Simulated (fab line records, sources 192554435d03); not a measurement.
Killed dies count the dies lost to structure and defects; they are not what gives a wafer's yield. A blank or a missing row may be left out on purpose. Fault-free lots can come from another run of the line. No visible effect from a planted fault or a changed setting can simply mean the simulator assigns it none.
Split-lot experiment / flow n5 finfet / route with 1938 steps; 7 lots, 21 wafers read

ON THE SPLIT
At N5_MOL_CONTACT_COAG_ETCHBACK_136 (etches SiO2 in CHF3, target depth 25 nm, time 16.7 s), the setting target depth a was moved away from the recipe's 250 angstrom on 11 of the 21 wafers read, by -12.9% to +6.4%. All remaining wafers had this setting at the recipe value.

SPLIT TO READING: what lies between them in the file, 1 step
- N5_MOL_CONTACT_COAG_STRIP_120: strips in CHF3

THE READING
etch.depth nm (the simulator's own value, which no gauge read), in nm, at N5_MOL_CONTACT_COAG_VIA_ETCH_117 (etches SiO2 in C4F6/O2, target depth 40 nm, overetch 8 nm, time 26 s). The file gives no usual value for it. The 10 wafers here that ran the recipe average 39.85 nm, standard deviation 0.43 nm.

wafer=L074.1; tool, chamber at the split=rie diel-05, 3,1,2; target depth a as run, angstrom=250; against the recipe=recipe; etch.depth nm, nm=39.87; against lot-mates on the recipe=-
wafer=L074.3; tool, chamber at the split=rie diel-05, 3,1,2; target depth a as run, angstrom=250; against the recipe=recipe; etch.depth nm, nm=39.6; against lot-mates on the recipe=-
wafer=L074.5; tool, chamber at the split=rie diel-05, 3,1,2; target depth a as run, angstrom=250; against the recipe=recipe; etch.depth nm, nm=39.39; against lot-mates on the recipe=-
wafer=L076.2; tool, chamber at the split=rie diel-06, 1; target depth a as run, angstrom=250; against the recipe=recipe; etch.depth nm, nm=40.8; against lot-mates on the recipe=-
wafer=L076.3; tool, chamber at the split=rie diel-06, 3,0; target depth a as run, angstrom=250; against the recipe=recipe; etch.depth nm, nm=40.34; against lot-mates on the recipe=-
wafer=L076.5; tool, chamber at the split=rie diel-06, 3,0; target depth a as run, angstrom=250; against the recipe=recipe; etch.depth nm, nm=40.16; against lot-mates on the recipe=-
wafer=L082.4; tool, chamber at the split=rie diel-01, 0,2; target depth a as run, angstrom=218.7; against the recipe=-12.5%; etch.depth nm, nm=42.81; against lot-mates on the recipe=+3.24
wafer=L082.5; tool, chamber at the split=rie diel-01, 1; target depth a as run, angstrom=250; against the recipe=recipe; etch.depth nm, nm=39.57; against lot-mates on the recipe=-
wafer=L082.6; tool, chamber at the split=rie diel-01, 0,2; target depth a as run, angstrom=218.7; against the recipe=-12.5%; etch.depth nm, nm=42.56; against lot-mates on the recipe=+2.99
wafer=L083.1; tool, chamber at the split=rie diel-01, 0; target depth a as run, angstrom=266.1; against the recipe=+6.4%; etch.depth nm, nm=38; against lot-mates on the recipe=-1.78
wafer=L083.3; tool, chamber at the split=rie diel-01, 3; target depth a as run, angstrom=250; against the recipe=recipe; etch.depth nm, nm=39.78; against lot-mates on the recipe=-
wafer=L083.5; tool, chamber at the split=rie diel-01, 0; target depth a as run, angstrom=266.1; against the recipe=+6.4%; etch.depth nm, nm=37.89; against lot-mates on the recipe=-1.89
wafer=L084.2; tool, chamber at the split=rie diel-06, 2,1,2; target depth a as run, angstrom=236.6; against the recipe=-5.4%; etch.depth nm, nm=41.04; against lot-mates on the recipe=no lot-mate on the recipe
wafer=L084.3; tool, chamber at the split=rie diel-06, 2,1,2; target depth a as run, angstrom=236.6; against the recipe=-5.4%; etch.depth nm, nm=41.74; against lot-mates on the recipe=no lot-mate on the recipe
wafer=L084.4; tool, chamber at the split=rie diel-06, 2,1,2; target depth a as run, angstrom=236.6; against the recipe=-5.4%; etch.depth nm, nm=40.96; against lot-mates on the recipe=no lot-mate on the recipe
wafer=L088.1; tool, chamber at the split=rie diel-01, 0; target depth a as run, angstrom=233.4; against the recipe=-6.6%; etch.depth nm, nm=41.48; against lot-mates on the recipe=+2.06
wafer=L088.2; tool, chamber at the split=rie diel-01, 2; target depth a as run, angstrom=250; against the recipe=recipe; etch.depth nm, nm=39.42; against lot-mates on the recipe=-
wafer=L088.3; tool, chamber at the split=rie diel-01, 1; target depth a as run, angstrom=233.4; against the recipe=-6.6%; etch.depth nm, nm=41.59; against lot-mates on the recipe=+2.17
wafer=L090.1; tool, chamber at the split=rie diel-01, 3; target depth a as run, angstrom=217.8; against the recipe=-12.9%; etch.depth nm, nm=43.32; against lot-mates on the recipe=+3.76
wafer=L090.2; tool, chamber at the split=rie diel-01, 1; target depth a as run, angstrom=250; against the recipe=recipe; etch.depth nm, nm=39.56; against lot-mates on the recipe=-
wafer=L090.4; tool, chamber at the split=rie diel-01, 0; target depth a as run, angstrom=217.8; against the recipe=-12.9%; etch.depth nm, nm=42.91; against lot-mates on the recipe=+3.35
If several chambers appear in one row, that row covers several wafers at once and the file leaves open which wafer was in which chamber.

FIT RESULTS
A straight line over all 21 wafers: etch.depth nm changes by -0.252 nm for each +1% of target depth a; r = -0.97; the points scatter about the line by 0.38 nm.
The same after taking each lot's own level away (the mean of its wafers on the recipe; 18 wafers): -0.271 nm for each +1%; r = -0.99; scatter 0.23 nm.
Per that fit: largest target depth a move, reading shift of 3.5 nm.
Across the lots, their own levels run from 39.420 to 40.433 nm, a range of 2.3 times the standard deviation given above.
The two slopes agree, so the slope changes little with the lot-to-lot level.
Check: for one of the wafers moved furthest among these (-12.9%), held out of the fit, the line's prediction against its lot-mates is +3.42 nm. Against them it came out at +3.76 nm.

OTHER SPLITS APPLIED TO THESE WAFERS
These wafers also went through other splits before the reading. Each is held against what the fit with the lots' levels taken away leaves over:
other split on the same wafers=N5_GATE_CUT_EXPOSE_10 dose mj; wafers away from the commonest value=9; r with etch.depth nm (lot level and that fit taken away)=+0.31
other split on the same wafers=N5_MOL_CONTACT_COAG_ALD_27 ald cycles; wafers away from the commonest value=11; r with etch.depth nm (lot level and that fit taken away)=+0.28
other split on the same wafers=N5_MOL_CONTACT_COAG_ALD_123 ald cycles; wafers away from the commonest value=6; r with etch.depth nm (lot level and that fit taken away)=-0.06

THE WHOLE CHAIN: every reading that the file lists as answering this split, in the file's order
step=N5_MOL_CONTACT_COAG_ETCHBACK_136; what it does=etches SiO2 in CHF3, target depth 25 nm, time 16.7 s; reading=SOC_of_MOL_CONTACT_COAG_COAT_62.thk nm (the simulator's own value, which no gauge read); change (the file's fit)=-0.0344 nm for each +1% of the setting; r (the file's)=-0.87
step=N5_MOL_CONTACT_COAG_VIA_ETCH_117; what it does=etches SiO2 in C4F6/O2, target depth 40 nm, overetch 8 nm, time 26 s; reading=MOL_CONTACT_COAG.feature depth nm (the simulator's own value, which no gauge read); change (the file's fit)=-0.273 nm for each +1% of the setting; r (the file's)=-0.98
step=N5_MOL_CONTACT_COAG_VIA_ETCH_117; what it does=etches SiO2 in C4F6/O2, target depth 40 nm, overetch 8 nm, time 26 s; reading=etch.depth nm (the simulator's own value, which no gauge read); change (the file's fit)=-0.271 nm for each +1% of the setting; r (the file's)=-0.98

THE FILE'S OWN FIT
etch.depth nm changes by -0.271 nm for each +1% of target depth a, r = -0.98.
